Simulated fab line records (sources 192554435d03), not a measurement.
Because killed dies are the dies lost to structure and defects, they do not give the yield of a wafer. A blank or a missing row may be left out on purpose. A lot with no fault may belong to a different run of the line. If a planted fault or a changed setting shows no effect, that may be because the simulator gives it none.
fab line records	flow n5_finfet
[record] lots = 24	wafers = 72	last_day = 17
route steps=1938 shown BEOL_M15@1774
lots that met no fault: taken from a fault-free run of the same line
start_h: the number of hours between the record's first day and the start of the first shown wafer of the lot	wait_h: hours since the lot's step before	" the same as in the row above	L1.1+2: several wafers, shown together as one row	- no value, or no start given	* or withheld: withheld	< > ~ a bound
route shown NAME@n: names a module that has steps shown in the file, with the first one's number in the route	usual: the fault-free wafers' mean and standard deviation	same: alike in all rows	chamber/n: place in a boat	sites: readings site by site	_std_site: standard deviation of those values	_edge_site: outer sites' mean less inner sites'	radius_mm: for every site, how far away it sits from the centre of the wafer	mask NAME#n: copy n	behind: tool/chamber where the wafer was last shaped	hold: reason for holding the lot/hours on hold/outcome of the hold	device: the transistor (n, p or np) that didn't switch	end of line: at the end of the route, the tests of the same wafers	a step without rows: its recipe alone	killed: dies that structure and defects cost at the first sort, which is not the same as the wafer's yield	map: the dies of a wafer, with x for killed, . for not killed, _ for no die there
set.NAME: the setting that was run; set.NAME@STEP: the one run at that earlier step	model.NAME: the simulator's own value behind a step, which no gauge read
steps of the route over a sample of lots; a table a step, a row a wafer
services: a tool's chamber out of use, with start hour (start_h, from the record's first day; less than 0 if before it), hours out, and reason
[[steps]]
[step N5_BEOL_M15_THK_MEAS_01]
[recipe] reads = SiO2_of_BEOL_M15_ILD_DEP_00
[usual] M15_ILD_THK = 1631/20
lot.wafer	tool	chamber	start_h	wait_h	M15_ILD_THK[nm]
L074.1	film_metro-01	-	262.55	0.1	1590
L074.4	"	-	"	"	1643
L074.5	"	-	"	"	1638
L075.1	film_metro-02	-	263.27	0.1	1609
L075.4	"	-	"	"	1600
L075.6	"	-	"	"	1624
L076.1	film_metro-02	-	264.77	0.1	1625
L076.5	"	-	"	"	1630
L076.6	"	-	"	"	1635
L077.2	film_metro-02	-	265.23	0.1	1617
L077.5	"	-	"	"	1630
L077.6	"	-	"	"	1649
L078.1	film_metro-01	-	268.07	0.2	1592
L078.3	"	-	"	"	1641
L078.6	"	-	"	"	1625
L079.1	film_metro-02	-	274.75	0.1	1630
L079.2	"	-	"	"	1606
L079.4	"	-	"	"	1651
L080.3	film_metro-02	-	289.09	0.2	1613
L080.4	"	-	"	"	1627
L080.5	"	-	"	"	1646
L083.1	film_metro-01	-	299.86	0.1	1625
L083.2	"	-	"	"	1642
L083.3	"	-	"	"	1602
L082.2	film_metro-01	-	299.95	0.1	1608
L082.3	"	-	"	"	1619
L082.6	"	-	"	"	1619
L081.2	film_metro-01	-	300.27	0.2	1613
L081.5	"	-	"	"	1618
L081.6	"	-	"	"	1636
L086.1	film_metro-02	-	313.04	0.1	1639
L086.2	"	-	"	"	1619
L086.6	"	-	"	"	1657
L084.1	film_metro-01	-	319.40	0.1	1618
L084.5	"	-	"	"	1655
L084.6	"	-	"	"	1614
L085.3	film_metro-01	-	328.90	0.1	1626
L085.5	"	-	"	"	1656
L085.6	"	-	"	"	1662
L088.2	film_metro-02	-	332.45	0.1	1638
L088.3	"	-	"	"	1644
L088.5	"	-	"	"	1662
L087.1	film_metro-02	-	332.53	0.1	1624
L087.3	"	-	"	"	1642
L087.4	"	-	"	"	1684
L089.2	film_metro-01	-	355.90	0.1	1613
L089.4	"	-	"	"	1647
L089.6	"	-	"	"	1662
L090.2	film_metro-02	-	359.76	0.1	1632
L090.3	"	-	"	"	1611
L090.5	"	-	"	"	1634
L092.1	film_metro-02	-	359.97	0.1	1614
L092.2	"	-	"	"	1611
L092.5	"	-	"	"	1653
L091.2	film_metro-02	-	362.41	0.1	1650
L091.4	"	-	"	"	1655
L091.6	"	-	"	"	1674
L094.1	film_metro-02	-	372.22	0.1	1615
L094.3	"	-	"	"	1623
L094.5	"	-	"	"	1654
L093.1	film_metro-02	-	377.99	0.1	1648
L093.3	"	-	"	"	1629
L093.5	"	-	"	"	1626
L095.2	film_metro-01	-	386.11	0.1	1606
L095.3	"	-	"	"	1598
L095.4	"	-	"	"	1640
L097.1	film_metro-01	-	389.83	0.1	1599
L097.2	"	-	"	"	1613
L097.4	"	-	"	"	1630
L096.2	film_metro-02	-	396.86	0.1	1607
L096.4	"	-	"	"	1635
L096.6	"	-	"	"	1642
[step N5_BEOL_M15_STRIP_63]
[recipe] chemistry = O2	power_w = 600	temp_c = 60	pressure_mtorr = 30	rf_frequency_hz = 6e+07	bias_power_w = 0	overash_fraction = 0.3	o2_flow_sccm = 225
[usual] drypump_motor_current_A = 5.7/0.46	oes_product_au = 0.81/0.1	rf_vpp_V = 3.7/0.74	showerhead_plenum_p_Torr = 2.12/0.077	temp_c = 59.99/0.11	throttle_valve_pct = 16.74/0.21
[same] overash_fraction = 0.3
lot.wafer	tool	chamber	start_h	wait_h	drypump_motor_current_A	oes_product_au	rf_hours_counter_h	rf_vpp_V	showerhead_plenum_p_Torr	temp_c	throttle_valve_pct
L074.1	rie_diel-05	0	-	-	5.5	0.73	195	3.3	2.17	60.05	16.83
L074.4	"	1	"	"	6.2	0.76	143	3.0	1.93	60.17	16.85
L074.5	"	1	"	"	6.2	0.76	-	3.6	1.93	59.82	16.86
L075.1	rie_diel-05	1	-	-	6.2	0.75	143	3.2	1.93	59.94	16.88
L075.4	"	2	"	"	6.1	0.69	241	3.5	2.15	59.95	16.81
L075.6	"	3	"	"	6.6	0.74	-	2.4	2.16	60.04	17.11
L076.1	rie_diel-06	3	-	-	5.6	0.68	245	2.9	2.15	59.74	17.05
L076.5	"	0	"	"	5.0	0.85	-	3.4	2.12	59.84	16.67
L076.6	"	3	"	"	5.6	0.69	-	4.6	2.15	59.70	17.05
L077.2	rie_diel-02	1	-	-	5.5	0.73	216	3.5	2.16	60.05	16.63
L077.5	"	0	"	"	6.2	0.70	-	3.2	1.99	59.90	16.93
L077.6	"	1	"	"	5.5	0.72	-	3.5	2.16	60.03	16.66
L078.1	rie_diel-06	0	-	-	4.9	0.85	70	3.9	2.12	60.12	16.67
L078.3	"	2	"	"	5.9	0.97	10	5.2	2.15	59.82	16.48
L078.6	"	2	"	"	5.9	0.97	-	4.1	2.15	59.89	16.50
L079.1	rie_diel-02	2	-	-	5.3	0.73	165	4.3	2.18	60.09	16.86
L079.2	"	0	"	"	6.2	0.70	209	3.0	1.99	59.87	16.90
L079.4	"	3	"	"	6.3	0.89	29	3.8	2.24	60.04	16.40
L080.3	rie_diel-02	3	-	-	6.2	0.89	34	4.0	2.24	59.93	16.40
L080.4	"	1	"	"	5.5	0.73	223	3.2	2.16	59.92	16.66
L080.5	"	0	"	"	6.2	0.68	-	3.9	1.99	60.02	16.90
L083.1	rie_diel-05	3	-	-	6.6	0.73	211	3.3	2.16	60.21	17.12
L083.2	"	1	"	"	6.2	0.76	155	3.7	1.92	60.01	16.90
L083.3	"	0	"	"	5.5	0.72	206	4.3	2.17	59.98	16.86
L082.2	rie_diel-06	2	-	-	5.9	0.94	19	4.5	2.14	60.04	16.52
L082.3	"	3	"	"	5.7	1.00	1	3.9	2.14	60.18	16.60
L082.6	"	3	"	"	5.6	1.00	-	3.3	2.14	60.00	16.64
L081.2	rie_diel-02	1	-	-	5.5	0.73	227	3.5	2.16	60.10	16.67
L081.5	"	2	"	"	5.3	0.72	-	3.1	2.18	60.07	16.89
L081.6	"	3	"	"	6.2	0.87	-	4.1	2.23	60.12	16.43
L086.1	rie_diel-06	0	-	-	4.9	0.84	82	4.1	2.12	59.95	16.71
L086.2	"	3	"	"	5.7	0.99	5	3.3	2.14	60.01	16.61
L086.6	"	2	"	"	5.9	0.92	-	3.9	2.14	60.11	16.52
L084.1	rie_diel-02	0	-	-	6.2	0.68	223	2.3	1.98	60.00	16.92
L084.5	"	0	"	"	6.2	0.68	-	3.2	1.98	60.00	16.93
L084.6	"	1	"	"	5.5	0.70	-	3.3	2.16	60.13	16.64
L085.3	rie_diel-02	3	-	-	6.3	0.87	48	3.2	2.23	59.92	16.42
L085.5	"	1	"	"	5.5	0.71	-	3.5	2.15	60.01	16.67
L085.6	"	0	"	"	6.2	0.68	-	4.4	1.98	60.10	16.93
L088.2	rie_diel-06	2	-	-	5.9	0.92	27	3.5	2.14	60.02	16.52
L088.3	"	0	"	"	5.0	0.83	86	3.3	2.12	59.98	16.73
L088.5	"	3	"	"	5.6	0.95	-	2.3	2.14	59.86	16.64
L087.1	rie_diel-05	2	-	-	6.1	0.97	2	3.1	2.15	60.06	16.36
L087.3	"	0	"	"	5.5	0.71	219	3.4	2.17	60.15	16.87
L087.4	"	1	"	"	6.2	0.73	167	3.7	1.92	59.83	16.91
L089.2	rie_diel-06	0	-	-	4.9	0.82	91	2.3	2.11	60.09	16.72
L089.4	"	3	"	"	5.7	0.94	17	3.3	2.14	59.92	16.66
L089.6	"	1	"	"	5.3	0.96	-	3.5	2.05	60.02	16.47
L090.2	rie_diel-06	0	-	-	5.0	0.81	92	4.4	2.11	60.15	16.76
L090.3	"	3	"	"	5.7	0.93	18	6.0	2.14	60.03	16.65
L090.5	"	2	"	"	5.8	0.90	-	4.5	2.14	59.96	16.53
L092.1	rie_diel-05	3	-	-	6.6	0.71	232	3.2	2.15	59.65	17.15
L092.2	"	1	"	"	6.2	0.74	176	4.9	1.92	60.03	16.93
L092.5	"	0	"	"	5.5	0.71	-	2.9	2.16	59.94	16.87
L091.2	rie_diel-06	3	-	-	5.7	0.94	19	4.3	2.14	60.05	16.66
L091.4	"	0	"	"	4.9	0.82	-	4.0	2.11	60.00	16.74
L091.6	"	2	"	"	5.9	0.90	-	5.3	2.14	59.73	16.54
L094.1	rie_diel-06	2	-	-	5.9	0.90	41	4.3	2.13	60.15	16.56
L094.3	"	0	"	"	4.9	0.82	98	3.9	2.11	60.07	16.71
L094.5	"	0	"	"	4.9	0.82	-	5.0	2.11	59.90	16.71
L093.1	rie_diel-06	0	-	-	5.0	0.81	99	4.3	2.11	60.03	16.75
L093.3	"	3	"	"	5.7	0.92	25	3.9	2.14	60.01	16.68
L093.5	"	3	"	"	5.6	0.93	-	4.7	2.14	59.85	16.67
L095.2	rie_diel-06	3	-	-	5.7	0.93	28	3.1	2.13	60.05	16.69
L095.3	"	1	"	"	5.3	0.96	9	2.6	2.05	59.88	16.50
L095.4	"	2	"	"	5.9	0.90	45	4.4	2.13	60.05	16.55
L097.1	rie_diel-05	0	-	-	5.5	0.71	238	3.9	2.16	59.93	16.90
L097.2	"	3	"	"	6.6	0.70	241	2.9	2.15	60.15	17.18
L097.4	"	1	"	"	6.2	0.73	186	5.2	1.91	59.96	16.94
L096.2	rie_diel-02	0	-	-	6.2	0.68	248	4.4	1.98	60.11	16.98
L096.4	"	3	"	"	6.2	0.83	72	4.2	2.22	59.79	16.48
L096.6	"	3	"	"	6.2	0.82	-	4.6	2.22	59.89	16.51
[step N5_BEOL_M15_STRIP_62]
[recipe] chemistry = O2	power_w = 600	temp_c = 60	pressure_mtorr = 30	rf_frequency_hz = 6e+07	bias_power_w = 0	overash_fraction = 0.3	o2_flow_sccm = 225
[usual] drypump_motor_current_A = 5.8/0.47	oes_product_au = 0.78/0.1	rf_vpp_V = 3.6/0.52	showerhead_plenum_p_Torr = 2.12/0.084	temp_c = 59.99/0.1	throttle_valve_pct = 16.77/0.24
[same] overash_fraction = 0.3
lot.wafer	tool	chamber	start_h	wait_h	drypump_motor_current_A	oes_product_au	rf_hours_counter_h	rf_vpp_V	showerhead_plenum_p_Torr	temp_c	throttle_valve_pct
L074.1	rie_diel-02	1	-	-	5.5	0.73	216	3.5	2.16	60.24	16.64
L074.4	"	1	"	"	5.5	0.73	-	4.1	2.16	60.09	16.64
L074.5	"	0	"	"	6.2	0.71	-	2.8	1.99	60.06	16.90
L075.1	rie_diel-06	1	-	-	5.4	0.69	233	3.7	2.06	59.89	16.90
L075.4	"	2	"	"	5.9	0.96	10	2.8	2.15	60.07	16.49
L075.6	"	1	"	"	5.4	0.68	-	4.1	2.06	60.00	16.89
L076.1	rie_diel-05	1	-	-	6.2	0.76	145	3.3	1.93	59.93	16.86
L076.5	"	2	"	"	6.1	0.70	-	3.6	2.15	59.99	16.81
L076.6	"	3	"	"	6.5	0.73	-	3.9	2.16	60.07	17.11
L077.2	rie_diel-05	2	-	-	6.0	0.69	244	3.6	2.15	59.86	16.84
L077.5	"	2	"	"	6.0	0.70	-	4.6	2.15	60.08	16.83
L077.6	"	3	"	"	6.6	0.73	-	4.2	2.16	60.00	17.12
L078.1	rie_diel-06	3	-	-	5.6	0.69	247	2.9	2.15	60.00	17.07
L078.3	"	2	"	"	5.9	0.97	10	3.9	2.15	59.91	16.49
L078.6	"	1	"	"	5.4	0.68	-	3.5	2.06	59.79	16.90
L079.1	rie_diel-05	2	-	-	6.1	0.69	248	3.7	2.15	60.02	16.83
L079.2	"	0	"	"	5.5	0.73	201	2.6	2.17	59.94	16.84
L079.4	"	1	"	"	6.2	0.76	149	3.7	1.93	60.04	16.89
L080.3	rie_diel-06	0	-	-	4.9	0.84	78	3.7	2.12	59.96	16.70
L080.4	"	0	"	"	5.0	0.84	-	4.9	2.12	60.20	16.70
L080.5	"	2	"	"	5.9	0.95	-	3.5	2.14	60.06	16.52
L083.1	rie_diel-02	2	-	-	5.3	0.73	176	3.1	2.18	59.74	16.91
L083.2	"	3	"	"	6.2	0.87	39	3.2	2.23	59.99	16.42
L083.3	"	0	"	"	6.2	0.69	217	3.4	1.99	59.96	16.92
L082.2	rie_diel-02	3	-	-	6.2	0.87	40	3.4	2.23	59.83	16.42
L082.3	"	0	"	"	6.1	0.70	218	3.9	1.99	60.08	16.92
L082.6	"	1	"	"	5.5	0.72	-	3.2	2.16	59.99	16.66
L081.2	rie_diel-06	1	-	-	5.4	0.68	244	3.6	2.06	59.87	16.93
L081.5	"	2	"	"	5.9	0.93	-	3.7	2.14	59.97	16.52
L081.6	"	1	"	"	5.4	0.68	-	3.4	2.06	59.87	16.91
L086.1	rie_diel-05	3	-	-	6.6	0.71	220	4.0	2.15	59.83	17.15
L086.2	"	1	"	"	6.2	0.74	164	4.1	1.92	59.90	16.91
L086.6	"	0	"	"	5.5	0.71	-	3.3	2.17	59.94	16.86
L084.1	rie_diel-06	1	-	-	5.4	0.68	249	4.1	2.06	60.05	16.92
L084.5	"	3	"	"	5.7	0.96	-	4.0	2.14	59.84	16.63
L084.6	"	0	"	"	4.9	0.82	-	3.6	2.12	59.83	16.72
L085.3	rie_diel-06	2	-	-	5.9	0.91	26	4.0	2.14	60.05	16.52
L085.5	"	3	"	"	5.7	0.96	-	4.0	2.14	59.99	16.63
L085.6	"	2	"	"	5.9	0.91	-	3.2	2.14	60.15	16.53
L088.2	rie_diel-05	1	-	-	6.2	0.74	168	4.1	1.92	59.86	16.91
L088.3	"	2	"	"	6.1	0.97	3	3.2	2.15	60.11	16.39
L088.5	"	1	"	"	6.2	0.75	-	3.9	1.92	60.00	16.93
L087.1	rie_diel-02	3	-	-	6.3	0.86	52	3.0	2.23	60.01	16.46
L087.3	"	1	"	"	5.5	0.71	241	3.4	2.15	59.95	16.69
L087.4	"	3	"	"	6.3	0.86	-	3.8	2.23	59.81	16.43
L089.2	rie_diel-06	3	-	-	5.7	0.93	17	2.7	2.14	60.03	16.66
L089.4	"	2	"	"	5.9	0.91	35	3.3	2.14	59.90	16.53
L089.6	"	1	"	"	5.4	0.96	-	2.9	2.05	60.07	16.49
L090.2	rie_diel-05	2	-	-	6.1	0.93	11	3.3	2.14	60.03	16.40
L090.3	"	0	"	"	5.5	0.71	230	3.0	2.16	60.07	16.88
L090.5	"	1	"	"	6.2	0.74	-	3.6	1.92	60.00	16.93
L092.1	rie_diel-02	3	-	-	6.2	0.83	60	2.9	2.23	60.17	16.45
L092.2	"	2	"	"	5.3	0.72	185	4.3	2.18	59.94	16.92
L092.5	"	2	"	"	5.3	0.71	-	2.8	2.18	59.96	16.92
L091.2	rie_diel-05	0	-	-	5.5	0.70	231	2.7	2.16	59.98	16.88
L091.4	"	1	"	"	6.2	0.74	179	4.6	1.92	60.02	16.94
L091.6	"	2	"	"	6.0	0.92	-	3.3	2.14	59.78	16.41
L094.1	rie_diel-02	0	-	-	6.2	0.68	241	3.8	1.98	60.11	16.95
L094.3	"	2	"	"	5.3	0.72	189	4.4	2.18	60.00	16.93
L094.5	"	2	"	"	5.3	0.72	-	3.7	2.18	60.02	16.93
L093.1	rie_diel-02	1	-	-	5.5	0.99	1	4.7	2.15	60.05	16.24
L093.3	"	0	"	"	6.2	0.67	244	4.2	1.98	60.07	16.95
L093.5	"	3	"	"	6.2	0.83	-	3.1	2.22	60.07	16.49
L095.2	rie_diel-05	1	-	-	6.2	0.73	185	4.0	1.91	60.01	16.95
L095.3	"	0	"	"	5.6	0.70	238	4.6	2.16	60.10	16.91
L095.4	"	2	"	"	6.1	0.91	19	3.7	2.14	59.95	16.41
L097.1	rie_diel-02	0	-	-	6.2	0.67	247	4.5	1.98	59.97	16.97
L097.2	"	3	"	"	6.2	0.82	70	2.8	2.22	60.09	16.46
L097.4	"	1	"	"	5.5	0.97	5	3.7	2.15	59.82	16.24
L096.2	rie_diel-02	3	-	-	6.3	0.82	74	2.4	2.22	60.03	16.49
L096.4	"	2	"	"	5.3	0.71	-	3.3	2.17	60.09	16.94
L096.6	"	1	"	"	5.5	0.96	-	3.2	2.15	60.04	16.25
[step N5_BEOL_M15_DEGAS_41]
[recipe] ambient = vacuum	temp_c = 300	time_s = 60
[usual] heater_power_w = 475/49
lot.wafer	tool	chamber	start_h	wait_h	heater_power_w
L074.1	pvd_sputter-02	-	266.40	0.3	562
L074.4	"	-	"	"	516
L074.5	"	-	"	"	513
L075.1	pvd_sputter-01	-	269.68	0.4	416
L075.4	"	-	"	"	528
L075.6	"	-	"	"	398
L076.1	pvd_sputter-02	-	269.76	0.1	455
L076.5	"	-	"	"	571
L076.6	"	-	"	"	452
L077.2	pvd_sputter-03	-	270.18	0.3	418
L077.5	"	-	"	"	490
L077.6	"	-	"	"	481
L078.1	pvd_sputter-02	-	270.87	0.0	556
L078.3	"	-	"	"	445
L078.6	"	-	"	"	558
L079.1	pvd_sputter-03	-	282.89	0.0	477
L079.2	"	-	"	"	417
L079.4	"	-	"	"	503
L080.3	pvd_sputter-01	-	293.38	0.0	539
L080.4	"	-	"	"	483
L080.5	"	-	"	"	550
L083.1	pvd_sputter-02	-	305.07	0.9	488
L083.2	"	-	"	"	469
L083.3	"	-	"	"	571
L082.2	pvd_sputter-01	-	305.86	0.2	560
L082.3	"	-	"	"	398
L082.6	"	-	"	"	526
L081.2	pvd_sputter-02	-	305.89	0.2	508
L081.5	"	-	"	"	505
L081.6	"	-	"	"	466
L086.1	pvd_sputter-01	-	324.47	0.3	538
L086.2	"	-	"	"	397
L086.6	"	-	"	"	483
L084.1	pvd_sputter-03	-	324.97	0.5	488
L084.5	"	-	"	"	421
L084.6	"	-	"	"	486
L085.3	pvd_sputter-02	-	333.33	1.5	556
L085.5	"	-	"	"	436
L085.6	"	-	"	"	560
L088.2	pvd_sputter-03	-	336.57	0.6	481
L088.3	"	-	"	"	485
L088.5	"	-	"	"	489
L087.1	pvd_sputter-01	-	337.98	0.7	475
L087.3	"	-	"	"	411
L087.4	"	-	"	"	542
L089.2	pvd_sputter-02	-	359.64	1.1	555
L089.4	"	-	"	"	506
L089.6	"	-	"	"	517
L090.2	pvd_sputter-01	-	365.15	0.2	413
L090.3	"	-	"	"	477
L090.5	"	-	"	"	483
L092.1	pvd_sputter-01	-	367.69	1.9	388
L092.2	"	-	"	"	546
L092.5	"	-	"	"	533
L091.2	pvd_sputter-02	-	370.26	0.3	469
L091.4	"	-	"	"	438
L091.6	"	-	"	"	457
L094.1	pvd_sputter-03	-	375.99	0.1	430
L094.3	"	-	"	"	488
L094.5	"	-	"	"	486
L093.1	pvd_sputter-02	-	384.22	0.4	463
L093.3	"	-	"	"	555
L093.5	"	-	"	"	471
L095.2	pvd_sputter-01	-	389.15	0.2	476
L095.3	"	-	"	"	402
L095.4	"	-	"	"	533
L097.1	pvd_sputter-03	-	393.38	0.8	415
L097.2	"	-	"	"	466
L097.4	"	-	"	"	495
L096.2	pvd_sputter-03	-	403.00	0.2	486
L096.4	"	-	"	"	487
L096.6	"	-	"	"	478
[step N5_BEOL_M15_PRE_CLEAN_42]
[recipe] gas = H2/He	time_s = 30	temp_c = 300
[usual] heater_power_w = 476/49
lot.wafer	tool	chamber	start_h	wait_h	heater_power_w
L074.1	pvd_sputter-02	-	266.44	0.0	559
L074.4	"	-	"	"	507
L074.5	"	-	"	"	513
L075.1	pvd_sputter-01	-	269.72	0.0	400
L075.4	"	-	"	"	528
L075.6	"	-	"	"	404
L076.1	pvd_sputter-02	-	269.80	0.0	479
L076.5	"	-	"	"	570
L076.6	"	-	"	"	442
L077.2	pvd_sputter-03	-	270.22	0.0	409
L077.5	"	-	"	"	485
L077.6	"	-	"	"	480
L078.1	pvd_sputter-02	-	270.91	0.0	561
L078.3	"	-	"	"	454
L078.6	"	-	"	"	584
L079.1	pvd_sputter-03	-	282.93	0.0	497
L079.2	"	-	"	"	432
L079.4	"	-	"	"	504
L080.3	pvd_sputter-01	-	293.42	0.0	531
L080.4	"	-	"	"	480
L080.5	"	-	"	"	536
L083.1	pvd_sputter-02	-	305.11	0.0	510
L083.2	"	-	"	"	477
L083.3	"	-	"	"	568
L082.2	pvd_sputter-01	-	305.90	0.0	531
L082.3	"	-	"	"	384
L082.6	"	-	"	"	544
L081.2	pvd_sputter-02	-	305.93	0.0	508
L081.5	"	-	"	"	504
L081.6	"	-	"	"	468
L086.1	pvd_sputter-01	-	324.51	0.0	534
L086.2	"	-	"	"	403
L086.6	"	-	"	"	486
L084.1	pvd_sputter-03	-	325.01	0.0	475
L084.5	"	-	"	"	416
L084.6	"	-	"	"	487
L085.3	pvd_sputter-02	-	333.37	0.0	570
L085.5	"	-	"	"	446
L085.6	"	-	"	"	549
L088.2	pvd_sputter-03	-	336.61	0.0	469
L088.3	"	-	"	"	471
L088.5	"	-	"	"	483
L087.1	pvd_sputter-01	-	338.03	0.0	482
L087.3	"	-	"	"	397
L087.4	"	-	"	"	538
L089.2	pvd_sputter-02	-	359.68	0.0	559
L089.4	"	-	"	"	496
L089.6	"	-	"	"	499
L090.2	pvd_sputter-01	-	365.19	0.0	410
L090.3	"	-	"	"	490
L090.5	"	-	"	"	488
L092.1	pvd_sputter-01	-	367.73	0.0	405
L092.2	"	-	"	"	527
L092.5	"	-	"	"	550
L091.2	pvd_sputter-02	-	370.30	0.0	472
L091.4	"	-	"	"	442
L091.6	"	-	"	"	474
L094.1	pvd_sputter-03	-	376.03	0.0	418
L094.3	"	-	"	"	488
L094.5	"	-	"	"	475
L093.1	pvd_sputter-02	-	384.26	0.0	465
L093.3	"	-	"	"	557
L093.5	"	-	"	"	478
L095.2	pvd_sputter-01	-	389.19	0.0	490
L095.3	"	-	"	"	399
L095.4	"	-	"	"	540
L097.1	pvd_sputter-03	-	393.42	0.0	429
L097.2	"	-	"	"	478
L097.4	"	-	"	"	499
L096.2	pvd_sputter-03	-	403.04	0.0	483
L096.4	"	-	"	"	471
L096.6	"	-	"	"	484
[step N5_BEOL_M15_SPUTTER_44]
[recipe] material = Ta	target_thk_a = 150	temp_c = 50	bias_v = 80	power_w = 15000	chamber_pressure_pa = 0.07	time_s = 24.19
[usual] bias_v = 80.0/0.83	throttle_valve_pct = 29.4/1.2
lot.wafer	tool	chamber	start_h	wait_h	bias_v	throttle_valve_pct
L074.1	pvd_sputter-02	-	266.56	0.0	80.1	28.1
L074.4	"	-	"	"	80.0	30.4
L074.5	"	-	"	"	80.3	30.4
L075.1	pvd_sputter-01	-	269.84	0.0	79.4	29.1
L075.4	"	-	"	"	80.2	31.1
L075.6	"	-	"	"	79.4	30.5
L076.1	pvd_sputter-02	-	269.92	0.0	81.3	29.7
L076.5	"	-	"	"	80.7	28.3
L076.6	"	-	"	"	80.5	27.8
L077.2	pvd_sputter-03	-	270.34	0.0	79.5	29.3
L077.5	"	-	"	"	79.1	29.9
L077.6	"	-	"	"	80.6	30.5
L078.1	pvd_sputter-02	-	271.03	0.0	81.4	28.1
L078.3	"	-	"	"	79.7	28.1
L078.6	"	-	"	"	80.8	28.3
L079.1	pvd_sputter-03	-	283.05	0.0	80.4	29.5
L079.2	"	-	"	"	80.1	29.1
L079.4	"	-	"	"	78.5	30.1
L080.3	pvd_sputter-01	-	293.54	0.0	79.9	31.3
L080.4	"	-	"	"	78.8	26.9
L080.5	"	-	"	"	80.1	31.3
L083.1	pvd_sputter-02	-	305.23	0.0	80.4	30.5
L083.2	"	-	"	"	79.3	29.6
L083.3	"	-	"	"	79.2	28.2
L082.2	pvd_sputter-01	-	306.02	0.0	80.7	31.0
L082.3	"	-	"	"	77.6	30.4
L082.6	"	-	"	"	80.1	30.8
L081.2	pvd_sputter-02	-	306.05	0.0	79.3	30.4
L081.5	"	-	"	"	79.3	30.6
L081.6	"	-	"	"	81.2	29.8
L086.1	pvd_sputter-01	-	324.63	0.0	80.0	30.9
L086.2	"	-	"	"	79.6	30.6
L086.6	"	-	"	"	79.0	27.2
L084.1	pvd_sputter-03	-	325.13	0.0	80.4	30.9
L084.5	"	-	"	"	81.9	29.1
L084.6	"	-	"	"	79.8	29.5
L085.3	pvd_sputter-02	-	333.49	0.0	79.6	28.1
L085.5	"	-	"	"	81.5	27.7
L085.6	"	-	"	"	81.0	28.3
L088.2	pvd_sputter-03	-	336.73	0.0	80.1	29.7
L088.3	"	-	"	"	78.3	30.7
L088.5	"	-	"	"	79.7	29.6
L087.1	pvd_sputter-01	-	338.16	0.0	79.4	27.1
L087.3	"	-	"	"	81.3	29.1
L087.4	"	-	"	"	79.5	31.2
L089.2	pvd_sputter-02	-	359.80	0.0	80.3	28.2
L089.4	"	-	"	"	79.2	30.7
L089.6	"	-	"	"	79.1	30.5
L090.2	pvd_sputter-01	-	365.31	0.0	79.6	28.7
L090.3	"	-	"	"	80.7	26.9
L090.5	"	-	"	"	81.3	27.1
L092.1	pvd_sputter-01	-	367.85	0.0	80.6	30.5
L092.2	"	-	"	"	80.2	31.0
L092.5	"	-	"	"	80.8	30.9
L091.2	pvd_sputter-02	-	370.42	0.0	80.3	29.7
L091.4	"	-	"	"	79.7	28.0
L091.6	"	-	"	"	81.1	29.7
L094.1	pvd_sputter-03	-	376.15	0.0	78.9	29.3
L094.3	"	-	"	"	79.7	29.5
L094.5	"	-	"	"	78.6	30.8
L093.1	pvd_sputter-02	-	384.38	0.0	81.2	29.6
L093.3	"	-	"	"	79.6	28.3
L093.5	"	-	"	"	80.1	29.6
L095.2	pvd_sputter-01	-	389.31	0.0	79.8	27.1
L095.3	"	-	"	"	79.1	30.7
L095.4	"	-	"	"	79.2	31.2
L097.1	pvd_sputter-03	-	393.54	0.0	79.5	29.3
L097.2	"	-	"	"	79.5	30.7
L097.4	"	-	"	"	80.5	30.1
L096.2	pvd_sputter-03	-	403.16	0.0	79.5	29.6
L096.4	"	-	"	"	79.7	31.0
L096.6	"	-	"	"	79.6	30.7
[[services]]
tool	chamber	start_h	hours	kind
rie_diel-02	3	265.75	4.8	repair
rie_diel-06	3	283.42	-	clean
rie_diel-06	3	283.42	-	consumable_replace:focus_ring
rie_diel-06	3	283.42	15.8	scheduled_down
rie_diel-06	3	283.42	15.8	vent_cycle
rie_diel-05	2	290.86	-	clean
rie_diel-05	2	290.86	-	consumable_replace:focus_ring
rie_diel-06	0	294.17	6.8	repair
pvd_sputter-02	-	306.31	3.3	repair
rie_diel-02	2	312.93	29.5	repair
rie_diel-06	1	331.18	-	clean
rie_diel-06	1	331.18	-	consumable_replace:focus_ring
rie_diel-06	1	331.18	13.8	scheduled_down
rie_diel-06	1	331.18	13.8	vent_cycle
rie_diel-06	1	360.25	11.1	repair
rie_diel-02	1	365.44	-	clean
rie_diel-02	1	365.44	-	consumable_replace:focus_ring
rie_diel-02	1	365.44	13.9	scheduled_down
rie_diel-02	1	365.44	13.9	vent_cycle
pvd_sputter-01	-	371.82	3.9	repair
rie_diel-06	-	397.10	2.8	pm
rie_diel-02	0	401.30	-	clean
rie_diel-02	0	401.30	-	consumable_replace:focus_ring
rie_diel-02	0	401.30	-	consumable_replace:showerhead
[[key]]
fault none
